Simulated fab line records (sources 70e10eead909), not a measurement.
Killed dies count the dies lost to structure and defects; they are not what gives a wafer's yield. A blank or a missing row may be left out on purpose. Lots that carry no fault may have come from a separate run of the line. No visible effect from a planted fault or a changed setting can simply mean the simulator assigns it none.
fab line records | flow nand_harc | part 2 of 2: steps 21 to 34 of 34
[record] lots = 5 wafers = 15 last_day = 27
route steps=1159 shown A_BONDPAD@1075 HYBRID_BOND@1094 THIN_TSV@1101
lots that met no fault: from a run of the same line without faults
start_h: start of the lot's first displayed wafer, in hours after the record's first day | wait_h: hours elapsed since this lot's preceding step | " as in the row above | L1.1+2: a single row standing in for several wafers | - no value present, or no start provided | * or withheld: withheld | < > ~ a bound
route shown NAME@n: NAME is a module with steps in the file, n the number in the route of the first one | usual: mean/standard deviation of fault-free wafers | same: alike in all rows | chamber/n: place in a boat | sites: readings site by site | _std_site: the standard deviation of these | _edge_site: mean of outer sites minus mean of inner sites | radius_mm: for every site, how far away it sits from the centre of the wafer | mask NAME#n: copy n | behind: the last tool/chamber to shape the wafer | hold: cause of the lot's hold/its duration in hours/its outcome | device: the transistor (n, p or np) that didn't switch | end of line: the same wafers' tests at the end of the route | a step given without rows: its recipe and nothing more | killed: not the wafer's yield, but the dies lost to structure and defects at the first sort | map: shows each die of a wafer: x if killed, . if not, _ if none is there
set.NAME: the setting as run; set.NAME@STEP: as run at that earlier step | model.NAME: the simulator's own value behind a step, which no gauge read
a table for each step, a row for each wafer; lots at some steps of the route
services: from which hour (start_h, from the record's first day; less than 0 if before it) a tool's chamber was out of use, for how many hours, and why
[[steps]]
[step NHARC_HYBRID_BOND_BOND_03]
[recipe] temp_c = 25
[usual] bond_force_kN = 5.002/0.01
// columns lot.wafer tool chamber start_h wait_h bond_force_kN
L077.2 wafer_bonder-01 0 537.81 - 4.989
L077.3 " 0 " " 5.002
L077.5 " 0 " " 4.992
L087.3 wafer_bonder-01 0 568.04 - 5.010
L087.4 " 0 " " 5.005
L087.5 " 0 " " 4.989
L093.3 wafer_bonder-01 0 594.27 - 5.020
L093.4 " 0 " " 5.016
L093.5 " 0 " " 5.007
L091.1 wafer_bonder-01 0 595.79 - 5.006
L091.2 " 0 " " 5.007
L091.3 " 0 " " 5.008
L090.3 wafer_bonder-01 0 605.16 - 5.004
L090.4 " 0 " " 4.992
L090.5 " 0 " " 5.003
[step NHARC_HYBRID_BOND_ANNEAL_04]
[recipe] temp_c = 300 time_s = 7200 ramp_up_c_per_min = 5 ramp_down_c_per_min = 3 idle_temp_c = 100 pressure_atm = 1
[usual] zone_power_lower_pct = 3.14/0.25
// columns lot.wafer tool chamber start_h wait_h zone_power_lower_pct
L077.2 furnace-07 0 542.36 4.4 3.13
L077.3 " 0 " " 3.17
L077.5 " 0 " " 3.22
L087.3 furnace-06 0 572.34 4.1 2.94
L087.4 " 0 " " 2.93
L087.5 " 0 " " 2.87
L093.3 furnace-06 0 595.84 1.4 2.91
L093.4 " 0 " " 2.89
L093.5 " 0 " " 2.91
L091.1 furnace-07 0 600.31 4.4 3.20
L091.2 " 0 " " 3.16
L091.3 " 0 " " 3.19
L090.3 furnace-06 0 609.44 4.1 2.96
L090.4 " 0 " " 2.95
L090.5 " 0 " " 2.93
[step NHARC_HYBRID_BOND_OVL_MEAS_05]
[usual] overlay_x_nm = 2/34 overlay_y_nm = 3/32
// columns lot.wafer tool chamber start_h wait_h overlay_x_nm overlay_y_nm
L077.2 overlay-01 - 547.11 0.4 29 32
L077.3 " - " " 4 18
L077.5 " - " " 28 0
L087.3 overlay-01 - 577.15 0.4 2 30
L087.4 " - " " 23 21
L087.5 " - " " 84 47
L093.3 overlay-02 - 600.62 0.4 28 -5
L093.4 " - " " 9 15
L093.5 " - " " -6 5
L091.1 overlay-02 - 605.07 0.4 76 11
L091.2 " - " " -20 28
L091.3 " - " " 13 -33
L090.3 overlay-02 - 614.17 0.4 13 -9
L090.4 " - " " 12 -37
L090.5 " - " " -18 9
[step NHARC_HYBRID_BOND_INSPECT_06]
[recipe] inspect_instrument = ir_void
[usual] raw_defect_count = 34/15
// columns lot.wafer tool chamber start_h wait_h raw_defect_count
L077.2 defect_inspect-02 - 547.16 0.1 19
L077.3 " - " " 17
L077.5 " - " " 24
L087.3 defect_inspect-01 - 577.20 0.1 43
L087.4 " - " " 52
L087.5 " - " " 49
L093.3 defect_inspect-01 - 600.68 0.1 42
L093.4 " - " " 45
L093.5 " - " " 41
L091.1 defect_inspect-02 - 605.12 0.0 44
L091.2 " - " " 40
L091.3 " - " " 34
L090.3 defect_inspect-02 - 614.24 0.1 37
L090.4 " - " " 32
L090.5 " - " " 32
[step NHARC_THIN_TSV_GRIND_00]
[recipe] target_thk_um = 6
[usual] head_pressure_psi = 3.999/0.0087 motor_current_A = 12.002/0.021
// columns lot.wafer tool chamber start_h wait_h head_pressure_psi motor_current_A
L077.2 grinder-01 0 547.51 0.3 3.989 11.972
L077.3 " 0 " " 3.985 12.029
L077.5 " 0 " " 3.990 12.038
L087.3 grinder-01 0 577.75 0.5 4.006 12.010
L087.4 " 0 " " 4.016 11.989
L087.5 " 0 " " 3.998 12.001
L093.3 grinder-01 0 604.79 4.1 3.998 12.015
L093.4 " 0 " " 3.998 11.987
L093.5 " 0 " " 3.996 12.009
L091.1 grinder-01 0 606.78 1.7 4.006 12.024
L091.2 " 0 " " 3.999 11.978
L091.3 " 0 " " 4.009 11.996
L090.3 grinder-01 0 614.79 0.5 3.996 12.011
L090.4 " 0 " " 3.994 11.996
L090.5 " 0 " " 4.001 12.012
[step NHARC_THIN_TSV_CMP_01]
[recipe] target_thk_um = 3
[usual] motor_current_A = 12.1/1.5
// columns lot.wafer tool chamber start_h wait_h motor_current_A
L077.2 cmp-02 3 548.58 0.9 11.2
L077.3 " 0 " " 14.1
L077.5 " 3 " " 10.6
L087.3 cmp-02 2 578.59 0.6 13.1
L087.4 " 3 " " 10.8
L087.5 " 3 " " 11.0
L093.4 cmp-03 3 605.64 0.4 15.7
L093.3 " 0 " " 10.1
L093.5 " 3 " " 14.9
L091.3 cmp-02 1 608.04 0.7 10.4
L091.2 " 2 " " 12.8
L091.1 " 3 " " 10.9
L090.4 cmp-02 0 615.67 0.5 13.5
L090.3 " 1 " " 11.3
L090.5 " 3 " " 11.0
[step NHARC_THIN_TSV_THK_MEAS_02]
[recipe] thk_meas_gauge = ir
[usual] thk_nm = 3042/230
// columns lot.wafer tool chamber start_h wait_h thk_nm
L077.2 film_metro-01 - 548.81 - 3059
L077.3 " - " " 3008
L077.5 " - " " 3355
L087.3 film_metro-02 - 578.85 0.2 3393
L087.4 " - " " 3399
L087.5 " - " " 3678
L093.3 film_metro-02 - 605.88 - 2539
L093.4 " - " " 2686
L093.5 " - " " 2927
L091.1 film_metro-02 - 608.28 0.2 3137
L091.2 " - " " 2912
L091.3 " - " " 3189
L090.3 film_metro-01 - 615.91 0.2 3203
L090.4 " - " " 3508
L090.5 " - " " 2973
[step NHARC_THIN_TSV_SRD_03]
// columns lot.wafer tool chamber start_h wait_h
L077.2+3+5 wet_bench-10 3,5,6 548.86 0.0
L087.5+3+4 wet_bench-10 7,1,2 578.90 0.0
L093.3+4+5 wet_bench-08 3,4,5 605.97 0.1
L091.1+3+2 wet_bench-10 3,5,6 608.32 0.0
L090.4+5+3 wet_bench-08 1,4,5 615.95 0.0
[step NHARC_THIN_TSV_PRECLEAN_41]
[recipe] time_s = * temp_c = 50 bath_age_min = 0 chemistry = SC1
[same] bath_age_min = 0
// columns lot.wafer tool chamber start_h wait_h
L077.2+3+5 wet_bench-10 3,5,6 548.88 0.0
L087.5+3+4 wet_bench-10 7,1,2 578.92 0.0
L093.3+4+5 wet_bench-08 3,4,5 606.00 0.0
L091.1+3+2 wet_bench-10 3,5,6 608.34 0.0
L090.4+5+3 wet_bench-08 1,4,5 615.97 0.0
[step NHARC_THIN_TSV_SRD_42]
// columns lot.wafer tool chamber start_h wait_h
L077.2+3+5 wet_bench-10 3,5,6 - -
L087.5+3+4 wet_bench-10 7,1,2 - -
L093.3+4+5 wet_bench-08 3,4,5 - -
L091.1+3+2 wet_bench-10 3,5,6 - -
L090.4+5+3 wet_bench-08 1,4,5 - -
[step NHARC_THIN_TSV_DEP_43]
[recipe] target_thk_a = 13285 temp_c = withheld pressure_torr = 6.5 rf_w = 900 teos_flow_sccm = 161.4 flow_sccm = 2650 target_thk_nm = 1328.5 gas = O2 material = SiO2
[usual] showerhead_vpp_V = 1843/76 throttle_valve_pct = 15.7/0.57
// columns lot.wafer tool chamber start_h wait_h showerhead_vpp_V throttle_valve_pct
L077.2 pecvd-04 0 549.09 - 1866 15.5
L077.3 " 1 " " 1845 15.9
L077.5 " 2 " " 1902 16.4
L087.3 pecvd-01 1 579.07 - 2005 16.4
L087.4 " 2 " " 1634 16.3
L087.5 " 0 " " 1791 17.0
L093.3 pecvd-04 2 606.20 - 1879 16.2
L093.5 " 2 " " 1929 16.6
L093.4 " 0 " " 1885 15.6
L091.3 pecvd-03 2 608.51 - 1872 15.7
L091.1 " 0 " " 1799 15.1
L091.2 " 1 " " 1811 15.2
L090.3 pecvd-04 0 616.13 - 1835 15.4
L090.4 " 0 " " 1862 15.4
L090.5 " 2 " " 1894 16.5
[step NHARC_THIN_TSV_DEHYDRATE_04]
[recipe] temp_c = 150 time_s = 120
// columns lot.wafer tool chamber start_h wait_h
L077.2+3+5 litho_track-03 0 549.45 -
L087.3+4+5 litho_track-03 0 579.48 -
L093.3+4+5 litho_track-03 0 606.56 -
L091.1+2+3 litho_track-03 0 608.92 -
L090.3+4+5 litho_track-03 0 616.54 -
[step NHARC_THIN_TSV_HMDS_05]
[recipe] time_s = 30
// columns lot.wafer tool chamber start_h wait_h
L077.2+3+5 litho_track-03 0 - -
L087.3+4+5 litho_track-03 0 - -
L093.3+4+5 litho_track-03 0 - -
L091.1+2+3 litho_track-03 0 - -
L090.3+4+5 litho_track-03 0 - -
[step NHARC_THIN_TSV_COAT_06]
[recipe] spin_rpm = *
[usual] spin_speed_rpm = *
// columns lot.wafer tool chamber start_h wait_h spin_speed_rpm
L077.2 litho_track-03 0 - - *
L077.3 " 0 " " *
L077.5 " 0 " " *
L087.3 litho_track-03 0 - - *
L087.4 " 0 " " *
L087.5 " 0 " " *
L093.3 litho_track-03 0 - - *
L093.4 " 0 " " *
L093.5 " 0 " " *
L091.1 litho_track-03 0 - - *
L091.2 " 0 " " *
L091.3 " 0 " " *
L090.3 litho_track-03 0 - - *
L090.4 " 0 " " *
L090.5 " 0 " " *
[[services]]
// columns tool chamber start_h hours kind
pvd_sputter-01 - 514.03 10.0 pm
rie_diel-11 2 517.00 3.4 repair
pvd_sputter-03 - 518.33 1.3 repair
cmp-02 - 520.52 4.0 pm
grinder-01 - 526.16 0.8 repair
grinder-01 - 535.52 2.5 repair
rie_diel-01 2 535.56 1.7 repair
rie_diel-11 - 544.63 9.0 pm
cmp-03 - 548.05 4.0 pm
cmp-04 - 556.50 0.4 repair
pecvd-04 - 557.27 13.0 pm
litho_track-03 - 563.00 7.0 pm
pvd_sputter-02 - 570.07 10.0 pm
rie_diel-06 1 574.00 25.0 repair
cmp-02 - 576.39 1.8 repair
rie_diel-06 - 579.84 0.8 repair
rie_diel-07 - 582.20 9.0 pm
wet_bench-08 - 582.40 8.0 pm
cmp-04 - 595.14 4.0 pm
rie_diel-06 - 595.70 9.0 pm
wet_bench-10 - 599.20 8.0 pm
cmp-04 - 604.20 1.6 repair
wet_bench-10 - 609.19 1.8 repair
rie_diel-07 3 610.08 16.2 repair
